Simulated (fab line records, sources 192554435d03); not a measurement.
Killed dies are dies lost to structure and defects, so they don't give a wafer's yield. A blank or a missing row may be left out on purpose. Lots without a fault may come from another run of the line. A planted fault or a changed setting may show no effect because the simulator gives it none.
Chamber matching | flow n5_finfet | N5_BEOL_M3_DESCUM_33 on rie_diel-03: 4 sister chambers
The step chemistry O2, time 7 s. 4 wafers are shown with their chamber, then 7 later ones without.

WAFERS WITH THEIR CHAMBER
wafer  | chamber | showerhead_plenum_p_Torr (Torr)
L079.4 | 3       | 2.11
L082.6 | 1       | 2.16
L087.3 | 2       | 2.05
L087.5 | 0       | 2.16

WAFERS WITHOUT THEIR CHAMBER
wafer  | showerhead_plenum_p_Torr (Torr)
L087.6 | 2.15
L089.1 | 2.10
L089.4 | 2.15
L089.6 | 2.16
L093.1 | 2.16
L093.4 | 2.10
L093.6 | 2.16

WHICH CHAMBER EACH WENT THROUGH
wafer  | from the rows above     | in truth
L087.6 | can't be placed: 0 or 1 | 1
L089.1 | 3                       | 3
L089.4 | can't be placed: 0 or 1 | 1
L089.6 | can't be placed: 0 or 1 | 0
L093.1 | can't be placed: 0 or 1 | 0
L093.4 | 3                       | 3
L093.6 | can't be placed: 0 or 1 | 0
Placed correctly: 2 of 7. Can't be placed from these rows: 5 (the true chamber is among the candidates in 5). Placed wrongly: 0.
How it was worked out, from the rows above alone: a wafer's distance from a chamber is the root of the sum, over the readings, of the square of ((its reading less the chamber's mean) divided by the reading's scatter). The wafer belongs to the nearest chamber; if the next one is less than 2 further off, it can't be placed. A chamber's mean is the mean of its shown wafers. The scatter: with one shown wafer a chamber, the root of the mean of the squares of how far each hidden wafer lies from its nearest shown one.
